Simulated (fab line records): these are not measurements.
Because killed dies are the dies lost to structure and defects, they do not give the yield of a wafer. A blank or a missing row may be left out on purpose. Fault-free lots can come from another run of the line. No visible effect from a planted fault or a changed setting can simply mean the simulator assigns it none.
Matching of chambers | flow nand harc | NHARC_A_STAIRCASE_ALD_420 on ald hk-03: 4 sister chambers
The step deposits SiO2, target thk 20 nm, pulse time 6 s, ald cycles 200. 4 wafers are shown with their chamber, then 8 later ones without.

== WAFERS PAIRED WITH THEIR CHAMBERS ==
wafer  | chamber | heater power w (W)
L082.6 | 2       | 463
L089.3 | 0       | 433
L089.4 | 3       | 548
L093.1 | 1       | 457

== WAFERS WITH NO CHAMBER GIVEN ==
wafer  | heater power w (W)
L093.4 | 465
L093.5 | 457
L096.3 | 567
L096.4 | 432
L096.5 | 567
L096.1 | 438
L096.2 | 452
L096.6 | 438

== WHICH CHAMBER EACH WENT THROUGH ==
wafer  | from the rows above          | in truth
L093.4 | can't be placed: 2 or 1      | 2
L093.5 | can't be placed: 1 or 2      | 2
L096.3 | 3                            | 3
L096.4 | 0                            | 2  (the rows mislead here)
L096.5 | 3                            | 3
L096.1 | can't be placed: 0 or 1 or 2 | 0
L096.2 | can't be placed: 1 or 2 or 0 | 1
L096.6 | can't be placed: 0 or 1 or 2 | 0
Correct placement for 2 of the 8. Not placeable from these rows: 5 (in 5, the candidates include the true chamber). 1 placed wrongly.
How it was worked out, from the rows above alone: a wafer's distance from a chamber is the root of the sum, over the readings, of the square of ((its reading less the chamber's mean) divided by the reading's scatter). The wafer belongs to the nearest chamber; if the next one is less than 2 further off, it can't be placed. The mean given for a chamber averages the wafers shown for that chamber. The scatter (one wafer shown for each chamber): square how far every hidden wafer sits from the nearest shown wafer, average those squares and take the square root.
